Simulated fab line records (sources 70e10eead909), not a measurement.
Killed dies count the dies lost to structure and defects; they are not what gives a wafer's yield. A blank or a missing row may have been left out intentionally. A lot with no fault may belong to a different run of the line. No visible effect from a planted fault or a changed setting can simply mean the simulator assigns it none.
A struck lot beside a sound one ; flow nandHarc ; 14 steps out of a route of 1159
Sound: wafers L455.1, L455.4, L455.5. Wafers struck: L465.1, L465.3, L465.6. The cause is given at the end.
Order at every step that has rows: each side's tool, ch and its chambers, its first start. Under that, the readings that differ: sound wafers ; struck wafers ; difference of the means ; sigmas: that difference in standard deviations of wafers without a fault.
alike: same words and numbers on both sides, and readings whose means sit less than 2 such deviations apart. not compared: any withheld reading, any reading some wafer has no value for, any bound like >300 that may hide the same value, and any number with overlapping values for which the record gives no deviation.
The two part at a step that has a row with sigmas, a row that says differs or no value, or rows on one side only. When numbers do not overlap yet have no deviation, they are printed without sigmas and do not part them. A reading that every wafer of one side lacks parts them only if that side has two wafers or more.

first, 2 steps without rows for these wafers: NHARC_A_CONTACT_PEB_67 (peb time 65 s); NHARC_A_CONTACT_DEVELOP_68 (develop time 35 s).
NHARC_A_CONTACT_CD_MEAS_69 targets a cd of 200 nm.
  sound on cdSem-01 ch 0, day 16 14:49; struck on cdSem-02 ch 0, day 19 10:34
  alike: cdNm
NHARC_A_CONTACT_OVL_MEAS_70:
  sound on overlay-02, day 16 14:54; struck on overlay-01, day 19 10:39
  alike: overlayXNm, overlayYNm
NHARC_A_CONTACT_INSPECT_71:
  sound on defectInspect-01, day 16 14:56; struck on defectInspect-02, day 19 10:41
  alike: rawDefectCount
NHARC_A_CONTACT_DESCUM_74: chemistry O2, time 3 s.
  sound on rieDiel-06 ch 0,1,3, day 16 15:01; struck on rieDiel-08 ch 0,2, day 19 10:46
  alike: drypumpMotorCurrentA, o2FlowSccm, oesProductAu, rfVppV, showerheadPlenumPTorr, throttleValvePct
  not compared: rfHoursCounterH
NHARC_A_CONTACT_ETCH_75: etches the open film in CF4, target depth 39 nm, time 65 s.
  sound on rieDiel-06 ch 0,3, day 16 15:07; struck on rieDiel-08 ch 0,2, day 19 10:50
  alike: biasW, cf4FlowSccm, drypumpMotorCurrentA, oesProductAu, rfVppV, showerheadPlenumPTorr, throttleValvePct
  not compared: rfHoursCounterH
then, 2 steps without rows for these wafers: NHARC_A_CONTACT_ETCH_76 (etches the open film in N2/H2, target depth 260 nm, time 475.3 s); NHARC_A_CONTACT_ETCH_77 (etches the open film in CF4/CHF3, target depth 72.6 nm, time 36.3 s).
NHARC_A_CONTACT_ETCH_78: etches the open film in O2/COS, target depth 2800 nm, time 728 s.
  sound: rieDiel-06 ch 1,3; struck: rieDiel-08 ch 1,2,3
  alike: biasW, chamberPressureMTorr, drypumpMotorCurrentA, o2FlowSccm, oesProductAu, rfVppV, showerheadPlenumPTorr, throttleValvePct
  not compared: rfHoursCounterH
NHARC_A_CONTACT_ETCH_124: etches the open film in C4F8/O2/Ar, time 140 s, target depth 700 nm.
  sound on harCapEtch-03 ch 1, day 16 16:20; struck on harCapEtch-02 ch 0,1, day 19 11:55
  alike: chamberPressureMTorr, oesAirLineAu
  not compared: rfHoursCounterH
then, 1 step without rows for these wafers: NHARC_A_CONTACT_ETCH_125 (etches the open film in C4F8/O2/Ar, time 155 s, target depth 956 nm).
NHARC_A_CONTACT_ETCH_126: etches the open film in C4F8/O2/Ar, time 155 s, target depth 956 nm.
  sound on harCapEtch-03 ch 1, day 16 16:40; struck on harCapEtch-02 ch 0,1, day 19 12:15
  no value came back on the struck wafers for chamberPressureMTorr (mTorr), oesAirLineAu (a.u.); on the sound wafers chamberPressureMTorr (mTorr) reads 19.984 19.969 20.028
  not compared: rfHoursCounterH
NHARC_A_CONTACT_ETCH_127: etches the open film in C4F8/O2/Ar, time 155 s, target depth 956 nm.
  sound on harCapEtch-03 ch 1, day 16 16:49; struck on harCapEtch-02 ch 0,1, day 19 12:23
  alike: chamberPressureMTorr, oesAirLineAu
  not compared: rfHoursCounterH

== WHERE THEY PART ==
Only at NHARC_A_CONTACT_ETCH_126, as far as this record shows. Later steps at which nothing parts them and some readings are alike: NHARC_A_CONTACT_ETCH_127.

WHY: what the simulator had put in
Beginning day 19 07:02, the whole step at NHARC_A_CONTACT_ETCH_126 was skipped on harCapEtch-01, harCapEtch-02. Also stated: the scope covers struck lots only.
